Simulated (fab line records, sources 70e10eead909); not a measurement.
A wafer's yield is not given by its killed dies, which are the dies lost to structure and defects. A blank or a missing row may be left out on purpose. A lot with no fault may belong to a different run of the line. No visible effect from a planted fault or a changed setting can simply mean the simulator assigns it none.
Which tool was responsible?	flow nand harc	at 1 step of a route of 1159, 6 lots with 17 wafers sampled

## WHAT EACH GAUGE READ, for each wafer
NHARC_P_ZERO_WELL_CD_MEAS_11 targets a cd of 500 nm.
lot	measured	on	cd nm (nm)
L608	day 1 19:08	cd sem-02	498.1 499.9 499.2
L616	day 3 19:14	cd sem-02	498.5 494.4
L620	day 4 19:14	cd sem-03	503.4 503.6 503.9
L623	day 5 13:15	cd sem-01	501.9 502.9 505.0
L627	day 6 13:14	cd sem-02	501.0 498.2 501.9
L629	day 7 01:17	cd sem-03	503.4 500.9 496.4

## WHAT TOOL EACH LOT RAN ON (gives the tool, then ch and the chambers of the sampled wafers, and finally the start)
Record: no process step prior to these readings.

## THE ANSWER, worked out from the rows above alone
Rule: the usual values come from the lots themselves. Put in order of their means at a reading, lots are off if they are a third of the lots or fewer, leave a main group of 4 or more, and stand apart from it by a gap of 3 or more times the standard deviation of the main group's means; of several such gaps the widest counts. A main group whose means are all the same, to the digits that the tables above print for the reading, isn't used. Also off: a lot with no number at a reading for which 4 or more lots have one. Any other lot the step has rows for is counted as sound.
Across all readings shown, no lot is off: no conclusion can be drawn from this.

## WHAT THE SIMULATOR HAD PUT IN
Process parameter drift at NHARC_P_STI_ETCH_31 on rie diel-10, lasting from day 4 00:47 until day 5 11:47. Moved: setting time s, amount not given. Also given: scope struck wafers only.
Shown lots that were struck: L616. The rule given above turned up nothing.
